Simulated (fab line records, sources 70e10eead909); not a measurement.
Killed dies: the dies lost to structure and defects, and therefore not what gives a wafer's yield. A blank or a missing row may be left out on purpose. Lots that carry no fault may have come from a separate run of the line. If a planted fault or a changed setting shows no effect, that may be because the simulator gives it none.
A lot that was struck, set against a sound lot	flow nand harc	15 out of 1302 route steps
Sound: these wafers, L497.1, L497.3, L497.4. Struck: wafer L490.3 (L490.4, L490.5, from the same lot, were not struck and are left out); the cause is given at the end.
Order at every step that has rows: each side's tool, ch and its chambers, its first start. Under that, the readings that differ: sound wafers	struck wafers	difference of the means	sigmas: that difference in standard deviations of wafers without a fault.
alike: same words and numbers on both sides, and readings whose means sit less than 2 such deviations apart. not compared: any withheld reading, any reading some wafer has no value for, any bound like >300 that may hide the same value, and any number with overlapping values for which the record gives no deviation.
The two part at a step that has a row with sigmas, a row that says differs or no value, or rows on one side only. Numbers that have no deviation but don't overlap get no sigmas and don't part them. A reading missing from all wafers of one side parts the sides only when that side holds two or more wafers.

NHARC_A_ONON_D2_THK_MEAS_08: measures by ellipsometry.
  sound on film metro-02 at day 21 10:47; struck on film metro-01 at day 17 18:08
  alike: thk nm
then, 1 step without rows for these wafers: NHARC_A_ONON_D2_DEP_09 (target thk 1000 nm).
NHARC_A_ONON_D2_THK_MEAS_11: measures by ellipsometry.
  sound on film metro-01 at day 21 11:20; struck on film metro-01 at day 17 18:42
  alike: thk nm
then, 1 step without rows for these wafers: NHARC_A_ONON_D2_DEP_12 (target thk 1000 nm).
NHARC_A_ONON_D2_THK_MEAS_14: measures by ellipsometry.
  sound on film metro-02 at day 21 11:55; struck on film metro-01 at day 17 19:16
reading	sound	struck	difference	sigmas
thk nm (nm)	1009 1008 1009	983	-26	-3
then, 2 steps without rows for these wafers: NHARC_A_ONON_D2_ANNEAL_15 (time 3600 s); NHARC_A_ONON_D2_DEP_16 (target thk 1000 nm).
NHARC_A_ONON_D2_THK_MEAS_18: measures by ellipsometry.
  sound on film metro-01 at day 21 20:37; struck on film metro-02 at day 18 02:38
  alike: thk nm
then, 1 step without rows for these wafers: NHARC_A_ONON_D2_DEP_19 (target thk 1000 nm).
NHARC_A_ONON_D2_THK_MEAS_21: measures by ellipsometry.
  sound on film metro-02 at day 21 21:11; struck on film metro-02 at day 18 03:12
  alike: thk nm
then, 1 step without rows for these wafers: NHARC_A_ONON_D2_DEP_22 (target thk 1000 nm).
NHARC_A_ONON_D2_THK_MEAS_24: measures by ellipsometry.
  sound on film metro-02 at day 21 21:45; struck on film metro-02 at day 18 03:46
  alike: thk nm
NHARC_A_ONON_D2_DEP_25: target thk 1000 nm.
  sound on pecvd onon-02 ch 0, day 21 21:48; struck on pecvd onon-01 ch 0, day 18 03:56
NHARC_A_ONON_D2_THK_MEAS_27: measures by ellipsometry.
  sound on film metro-01 at day 21 22:19; struck on film metro-01 at day 18 04:20
reading	sound	struck	difference	sigmas
thk nm (nm)	998 999 998	663	-335	-36
then, 1 step without rows for these wafers: NHARC_A_ONON_D2_DEP_28 (target thk 1000 nm).

## WHERE THEY PART
Last at NHARC_A_ONON_D2_THK_MEAS_27 as far as this record goes, first at NHARC_A_ONON_D2_THK_MEAS_14.

WHY: what had been put in by the simulator
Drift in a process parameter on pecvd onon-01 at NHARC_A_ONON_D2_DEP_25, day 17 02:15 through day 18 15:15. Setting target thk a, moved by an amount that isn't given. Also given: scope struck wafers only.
